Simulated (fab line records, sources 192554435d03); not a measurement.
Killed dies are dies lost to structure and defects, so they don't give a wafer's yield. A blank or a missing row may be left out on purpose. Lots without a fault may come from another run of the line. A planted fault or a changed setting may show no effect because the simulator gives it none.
Which tool did it? | flow n5_finfet | 12 lots, 36 wafers sampled, at 2 steps of a route of 1938

WHAT THE GAUGES READ, wafer by wafer
N5_BEOL_M9_OVL_MEAS_29.
lot  | measured     | on         | V8_OVL (nm)
L076 | day 9 11:29  | overlay-01 | -1.3 1.0 -0.3
L077 | day 10 04:58 | overlay-01 | -0.9 0.3 0.0
L079 | day 10 13:49 | overlay-01 | -0.6 -1.2 -0.8
L081 | day 11 03:51 | overlay-02 | -0.2 -0.4 -0.7
L082 | day 11 11:13 | overlay-01 | -1.8 -1.8 -1.7
L085 | day 12 00:51 | overlay-02 | 0.0 1.8 0.4
L087 | day 12 11:46 | overlay-02 | 0.5 0.2 -0.6
L090 | day 12 20:23 | overlay-02 | -0.4 0.1 0.0
L089 | day 13 05:27 | overlay-01 | 0.1 -0.1 0.5
L093 | day 13 17:03 | overlay-02 | 0.2 0.1 0.3
L095 | day 14 01:49 | overlay-02 | 0.5 0.0 -0.6
L097 | day 15 07:13 | overlay-02 | -1.1 0.3 -0.7

WHICH TOOL RAN EACH LOT (tool, then ch and the chambers of the sampled wafers, then the start)
lot  | N5_BEOL_M9_STRIP_67
L076 | rie_diel-05 ch 2,3, day 9 08:09
L077 | rie_diel-01 ch 0,1, day 10 02:44
L079 | rie_diel-05 ch 0,1, day 10 12:38
L081 | rie_diel-03 ch 0,2,3, day 11 02:10
L082 | rie_diel-05 ch 0,1,3, day 11 10:16
L085 | rie_diel-01 ch 1,2, day 11 23:43
L087 | rie_diel-01 ch 0,1, day 12 11:04
L090 | rie_diel-01 ch 1,2, day 12 19:40
L089 | rie_diel-05 ch 0,1,2, day 13 04:53
L093 | rie_diel-01 ch 2,3, day 13 16:17
L095 | rie_diel-05 ch 0,2, day 14 01:06
L097 | rie_diel-01 ch 0,1, day 15 06:20
- N5_BEOL_M9_STRIP_67: strips in CF4.

THE ANSWER, worked out from the rows above alone
Rule: what is usual is taken from the lots themselves. Put in order of their means at a reading, lots are off if they are a third of the lots or fewer, leave a main group of 4 or more, and stand apart from it by a gap of 3 or more times the standard deviation of the main group's means; of several such gaps the widest counts. A main group whose means are all the same, to the digits that the tables above print for the reading, isn't used. A lot without any number at a reading at which 4 lots or more have one is off too. The other lots that the step has rows for count as sound.
No lot is off at any reading shown: from this, nothing can be told.

WHAT THE SIMULATOR HAD PUT IN
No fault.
